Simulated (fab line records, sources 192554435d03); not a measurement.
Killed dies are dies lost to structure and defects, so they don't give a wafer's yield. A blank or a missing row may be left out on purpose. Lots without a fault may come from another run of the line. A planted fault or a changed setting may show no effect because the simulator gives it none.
Split-lot experiment | flow n5_finfet | 7 lots, 39 wafers read, on a route of 1938 steps

THE SPLIT
At N5_BEOL_M13_DEP_53 (deposits SiCN from 3MS/NH3, target thk 50 nm, time 17.8 s), the setting time_s was moved away from the recipe's 17.8 s on 15 of the 39 wafers read, by -19.5% to +42.6%. The other wafers ran this setting at the recipe's value.

The reading is taken at the split's own step.

THE READING
SiCN_of_BEOL_M13_DEP_53.thk_nm (the simulator's own value, which no gauge read), in nm, at N5_BEOL_M13_DEP_53 (deposits SiCN from 3MS/NH3, target thk 50 nm, time 17.8 s). The file gives no usual value for it. The 24 wafers here that ran the recipe average 50.2 nm, standard deviation 0.51 nm.

wafer  | tool, chamber at the split | time_s as run, s | against the recipe | SiCN_of_BEOL_M13_DEP_53.thk_nm, nm | against lot-mates on the recipe
L079.1 | pecvd-01, 1                | 17.8             | recipe             | 49.8                               | -
L079.3 | pecvd-01, 0                | 17.8             | recipe             | 50.4                               | -
L079.6 | pecvd-01, 1                | 17.8             | recipe             | 51.2                               | -
L081.1 | pecvd-03, 2                | 22.4             | +25.8%             | 61.4                               | +11.1
L081.2 | pecvd-03, 1                | 22.4             | +25.8%             | 63                                 | +12.7
L081.3 | pecvd-03, 0,2              | 17.8             | recipe             | 50                                 | -
L081.6 | pecvd-03, 0,2              | 17.8             | recipe             | 50                                 | -
L081.4 | pecvd-03, 1                | 22.4             | +25.8%             | 63.6                               | +13.3
L081.5 | pecvd-03, 0                | 17.8             | recipe             | 50.8                               | -
L084.1 | pecvd-01, 1                | 14.33            | -19.5%             | 40.8                               | -9.3
L084.2 | pecvd-01, 0,2              | 17.8             | recipe             | 49.8                               | -
L084.3 | pecvd-01, 0,2              | 17.8             | recipe             | 49.8                               | -
L084.4 | pecvd-01, 0                | 14.33            | -19.5%             | 41.2                               | -8.9
L084.5 | pecvd-01, 1                | 14.33            | -19.5%             | 42                                 | -8.1
L084.6 | pecvd-01, 2                | 17.8             | recipe             | 50.8                               | -
L085.1 | pecvd-02, 1                | 17.8             | recipe             | 49.8                               | -
L085.2 | pecvd-02, 0,2              | 17.8             | recipe             | 49.2                               | -
L085.3 | pecvd-02, 0,2              | 17.8             | recipe             | 49.2                               | -
L085.4 | pecvd-02, 0                | 17.8             | recipe             | 50                                 | -
L085.5 | pecvd-02, 1                | 17.8             | recipe             | 50.6                               | -
L085.6 | pecvd-02, 2                | 17.8             | recipe             | 50.2                               | -
L091.1 | pecvd-01, 1,2              | 17.8             | recipe             | 50.6                               | -
L091.2 | pecvd-01, 1,2              | 17.8             | recipe             | 50.6                               | -
L091.3 | pecvd-01, 0                | 20.8             | +16.9%             | 59.2                               | +8.5
L091.4 | pecvd-01, 2                | 17.8             | recipe             | 51                                 | -
L091.5 | pecvd-01, 0                | 20.8             | +16.9%             | 59.6                               | +8.9
L091.6 | pecvd-01, 1                | 20.8             | +16.9%             | 59.4                               | +8.7
L088.1 | pecvd-02, 0                | 25.39            | +42.6%             | 69.8                               | +19.5
L088.2 | pecvd-02, 2,1              | 17.8             | recipe             | 50.2                               | -
L088.3 | pecvd-02, 2,1              | 17.8             | recipe             | 50.2                               | -
L088.4 | pecvd-02, 1                | 25.39            | +42.6%             | 72.4                               | +22.1
L088.5 | pecvd-02, 0                | 25.39            | +42.6%             | 71.4                               | +21.1
L088.6 | pecvd-02, 2                | 17.8             | recipe             | 50.4                               | -
L095.1 | pecvd-02, 0                | 17.8             | recipe             | 49.6                               | -
L095.2 | pecvd-02, 1                | 17.8             | recipe             | 50.4                               | -
L095.3 | pecvd-02, 2                | 21.72            | +22.0%             | 60.2                               | +10.3
L095.4 | pecvd-02, 0                | 21.72            | +22.0%             | 61                                 | +11.1
L095.5 | pecvd-02, 1                | 21.72            | +22.0%             | 61.8                               | +11.9
L095.6 | pecvd-02, 2                | 17.8             | recipe             | 49.8                               | -
Where a row lists several chambers, the file gives one row for several wafers and doesn't say which wafer went through which chamber.

THE FIT
A straight line over all 39 wafers: SiCN_of_BEOL_M13_DEP_53.thk_nm changes by +0.488 nm for each +1% of time_s; r = +1.00; the points scatter about the line by 0.7 nm.
The same after taking each lot's own level away (the mean of its wafers on the recipe; 39 wafers): +0.485 nm for each +1%; r = +1.00; scatter 0.62 nm.
On that fit, the largest move of time_s shifts the reading by 21 nm.
The lots' own levels span 49.83 to 50.73 nm, that is 1.8 times the standard deviation above.
So the lot-to-lot level changes the slope little: the two slopes agree.
Check: with one of the wafers moved furthest among these (+42.6%) left out of the fit, the line predicts +21.1 nm for it against its lot-mates. It came out at +19.5 nm against them.

OTHER SPLITS ON THESE WAFERS
These wafers also went through other splits before the reading. Each is held against what the fit with the lots' levels taken away leaves over:
other split on the same wafers      | wafers away from the commonest value | r with SiCN_of_BEOL_M13_DEP_53.thk_nm (lot level and that fit taken away)
N5_BEOL_M8_ILD_DEP_00 target_thk_a  | 15                                   | +0.25
N5_BEOL_M11_ILD_DEP_00 target_thk_a | 12                                   | +0.11
N5_BEOL_M13_DESCUM_33 time_s        | 15                                   | +0.24

THE FILE'S OWN FIT
SiCN_of_BEOL_M13_DEP_53.thk_nm changes by +0.488 nm for each +1% of time_s, r = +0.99.
